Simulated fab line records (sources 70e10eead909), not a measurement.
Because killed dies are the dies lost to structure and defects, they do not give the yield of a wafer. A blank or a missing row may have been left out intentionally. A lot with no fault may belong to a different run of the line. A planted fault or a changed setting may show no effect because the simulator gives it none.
Matching of chambers	flow nand_harc	cmp-01 running NHARC_A_SGD_CUT_CMP_21: 4 sister chambers
The step polishes, target thk 148.19 nm. 4 wafers are shown with their chamber, then 7 later ones without.

== WAFERS WITH THEIR CHAMBER ==
wafer	chamber	motor_current_A (A)
L508.1	3	11.2
L508.5	2	12.4
L512.2	1	11.0
L512.4	0	13.7

== WAFERS WITH NO CHAMBER GIVEN ==
wafer	motor_current_A (A)
L512.5	13.5
L514.1	10.4
L514.2	13.6
L514.5	13.3
L519.1	11.0
L519.4	10.6
L519.6	12.8

== WHICH CHAMBER EACH WENT THROUGH ==
wafer	from the rows above	in truth
L512.5	0	0
L514.1	can't be placed: 1 or 3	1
L514.2	0	0
L514.5	can't be placed: 0 or 2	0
L519.1	can't be placed: 1 or 3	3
L519.4	can't be placed: 1 or 3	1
L519.6	can't be placed: 2 or 0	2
Placed correctly: 2 of 7. These rows do not allow placing 5 (true chamber among the candidates in 5). Placed wrongly: 0.
How it was worked out, from the rows above alone: a wafer's distance from a chamber is the root of the sum, over the readings, of the square of ((its reading less the chamber's mean) divided by the reading's scatter). If the next closest chamber is less than 2 further off than the closest, the wafer can't be placed; otherwise it belongs to the closest. The mean given for a chamber averages the wafers shown for that chamber. The scatter (one wafer shown for each chamber): square how far every hidden wafer sits from the nearest shown wafer, average those squares and take the square root.
